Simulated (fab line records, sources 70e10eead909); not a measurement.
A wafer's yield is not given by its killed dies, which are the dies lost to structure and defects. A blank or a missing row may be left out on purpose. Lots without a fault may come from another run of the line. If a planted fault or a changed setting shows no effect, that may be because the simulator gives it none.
Matching of chambers | flow nand-harc | pecvd-04 running NHARC_A_CONTACT_DEP_29: 3 sister chambers
The step deposits SiON, target thk 70 nm. 6 wafers are shown with their chamber, then 8 later ones without.

WAFERS, EACH WITH ITS CHAMBER
wafer  | chamber | heater-power-w (W) | heater-power-outer-w (W)
L087.1 | 2       | 597                | 393
L087.2 | 0       | 540                | 331
L086.1 | 1       | 992                | 663
L086.4 | 1       | 995                | 679
L086.6 | 2       | 675                | 447
L096.2 | 0       | 539                | 327

WAFERS WHOSE CHAMBER IS MISSING
wafer  | heater-power-w (W) | heater-power-outer-w (W)
L096.4 | 949                | 662
L096.5 | 605                | 388
L095.1 | 629                | 408
L095.2 | 973                | 637
L095.6 | 971                | 637
L097.1 | 584                | 363
L097.3 | 673                | 449
L097.6 | 580                | 354

WHICH CHAMBER EACH WENT THROUGH
wafer  | from the rows above     | in truth
L096.4 | 1                       | 1
L096.5 | can't be placed: 2 or 0 | 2
L095.1 | 2                       | 2
L095.2 | 1                       | 1
L095.6 | 1                       | 1
L097.1 | can't be placed: 0 or 2 | 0
L097.3 | 2                       | 2
L097.6 | can't be placed: 0 or 2 | 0
Placed correctly: 5 of 8. Cannot be placed on the basis of these rows: 3; the candidates contain the true chamber in 3. Wrongly placed: 0.
How it was worked out, from the rows above alone: a wafer's distance from a chamber is the root of the sum, over the readings, of the square of ((its reading less the chamber's mean) divided by the reading's scatter). If the next closest chamber is less than 2 further off than the closest, the wafer can't be placed; otherwise it belongs to the closest. A chamber's mean is the mean of its shown wafers. The scatter: the root of (the sum of the squares of (reading less its chamber's mean) over the shown wafers, divided by (wafers less chambers)).
